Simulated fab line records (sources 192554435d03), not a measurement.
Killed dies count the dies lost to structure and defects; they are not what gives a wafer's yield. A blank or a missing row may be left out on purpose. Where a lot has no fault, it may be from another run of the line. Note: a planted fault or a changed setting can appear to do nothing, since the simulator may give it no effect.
Matching of chambers / flow n5 finfet / 4 sister chambers for N5_ILD0_CMP_03 on cmp-04
The step polishes, stops on SiNx, t overpolish 1.9 s, target thk 197.38 nm. 8 wafers are shown with their chamber, then 10 later ones without.

== WAFERS WITH THEIR CHAMBER ==
wafer=L080.1; chamber=3; motor current A (A)=12.8; time to endpoint s (s)=67
wafer=L080.5; chamber=3; motor current A (A)=12.7; time to endpoint s (s)=67
wafer=L082.4; chamber=0; motor current A (A)=13.8; time to endpoint s (s)=72
wafer=L084.1; chamber=2; motor current A (A)=11.2; time to endpoint s (s)=65
wafer=L084.2; chamber=1; motor current A (A)=13.1; time to endpoint s (s)=61
wafer=L084.5; chamber=0; motor current A (A)=13.3; time to endpoint s (s)=67
wafer=L087.2; chamber=1; motor current A (A)=12.3; time to endpoint s (s)=66
wafer=L087.4; chamber=2; motor current A (A)=11.7; time to endpoint s (s)=69

== WAFERS WITHOUT THEIR CHAMBER ==
wafer=L087.6; motor current A (A)=11.9; time to endpoint s (s)=65
wafer=L093.2; motor current A (A)=11.9; time to endpoint s (s)=70
wafer=L093.5; motor current A (A)=11.7; time to endpoint s (s)=66
wafer=L093.6; motor current A (A)=11.1; time to endpoint s (s)=69
wafer=L094.2; motor current A (A)=13.0; time to endpoint s (s)=68
wafer=L094.4; motor current A (A)=12.7; time to endpoint s (s)=75
wafer=L094.5; motor current A (A)=12.2; time to endpoint s (s)=75
wafer=L095.1; motor current A (A)=13.2; time to endpoint s (s)=74
wafer=L095.2; motor current A (A)=12.4; time to endpoint s (s)=72
wafer=L095.3; motor current A (A)=12.9; time to endpoint s (s)=70

== EACH ONE'S CHAMBER ==
wafer=L087.6; from the rows above=can't be placed: 2 or 1 or 3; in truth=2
wafer=L093.2; from the rows above=can't be placed: 2 or 3 or 1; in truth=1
wafer=L093.5; from the rows above=2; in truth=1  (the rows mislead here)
wafer=L093.6; from the rows above=2; in truth=2
wafer=L094.2; from the rows above=can't be placed: 3 or 0 or 1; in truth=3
wafer=L094.4; from the rows above=can't be placed: 3 or 0 or 1 or 2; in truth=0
wafer=L094.5; from the rows above=can't be placed: 3 or 2 or 0 or 1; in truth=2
wafer=L095.1; from the rows above=can't be placed: 0 or 3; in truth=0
wafer=L095.2; from the rows above=can't be placed: 3 or 2 or 1 or 0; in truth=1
wafer=L095.3; from the rows above=can't be placed: 3 or 0 or 1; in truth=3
Correct placement for 1 of the 10. Not placeable from these rows: 8 (in 8, the candidates include the true chamber). 1 placed wrongly.
How it was worked out, from the rows above alone: a wafer's distance from a chamber is the root of the sum, over the readings, of the square of ((its reading less the chamber's mean) divided by the reading's scatter). If the next closest chamber is less than 2 further off than the closest, the wafer can't be placed; otherwise it belongs to the closest. The mean given for a chamber averages the wafers shown for that chamber. The scatter is the square root of a quotient: the sum, over the shown wafers, of each reading's squared deviation from its chamber's mean, divided by wafers minus chambers.
